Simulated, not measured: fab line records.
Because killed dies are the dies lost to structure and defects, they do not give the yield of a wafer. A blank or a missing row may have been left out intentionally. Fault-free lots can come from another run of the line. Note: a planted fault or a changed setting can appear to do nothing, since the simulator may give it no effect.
One fault seen from 2 desks    flow n5Finfet    each desk has only its own numbers; what lay behind them comes last

AT THE TOOL OWNER'S DESK: lithoTrack-03
The tool's own readings at N5_BEOL_M7_DEVELOP_27 (develop time 30 s): means of the sampled wafers that have a number, for each lot that ran on this tool. The brackets show how far a lot's mean lies from the usual mean; more than 4 standard deviations puts the lot out of limits, marked OUT.
Columns: A = chillPlateTempC at N5_BEOL_M7_DEVELOP_27, usual 22.99 C
lot   first seen here  A
L990  day 9 16:19      23.06
L112  day 15 17:20     22.85
Finding of this desk: none of the 2 lots has anything out of limits.

AT THE METROLOGY DESK
Means of the sampled wafers that have a number, per lot and without regard to the tool the lot ran on: this is what the gauges read. The brackets show how far a lot's mean lies from the usual mean; more than 4 standard deviations puts the lot out of limits, marked OUT.
Columns: A = cdNm at N5_BEOL_M7_CD_MEAS_18, usual 39.8 nm; B = cdNm at N5_BEOL_M7_CD_MEAS_28, usual 40.03 nm
lot   first seen here  A     B
L990  day 9 15:40      39.7  40.06
L996  day 11 12:44     40.5  -
L997  day 12 00:25     39.4  -
L104  day 14 05:58     39.9  39.85
L106  day 14 13:20     40.1  40.06
L112  day 15 15:46     39.1  40.14
Finding of this desk: none of the 6 lots has anything out of limits.

BROUGHT TOGETHER
Nothing out of limits was seen by the tool owner's desk.
At the metrology desk, nothing out of limits was observed.

WHAT WAS PUT IN BY THE SIMULATOR
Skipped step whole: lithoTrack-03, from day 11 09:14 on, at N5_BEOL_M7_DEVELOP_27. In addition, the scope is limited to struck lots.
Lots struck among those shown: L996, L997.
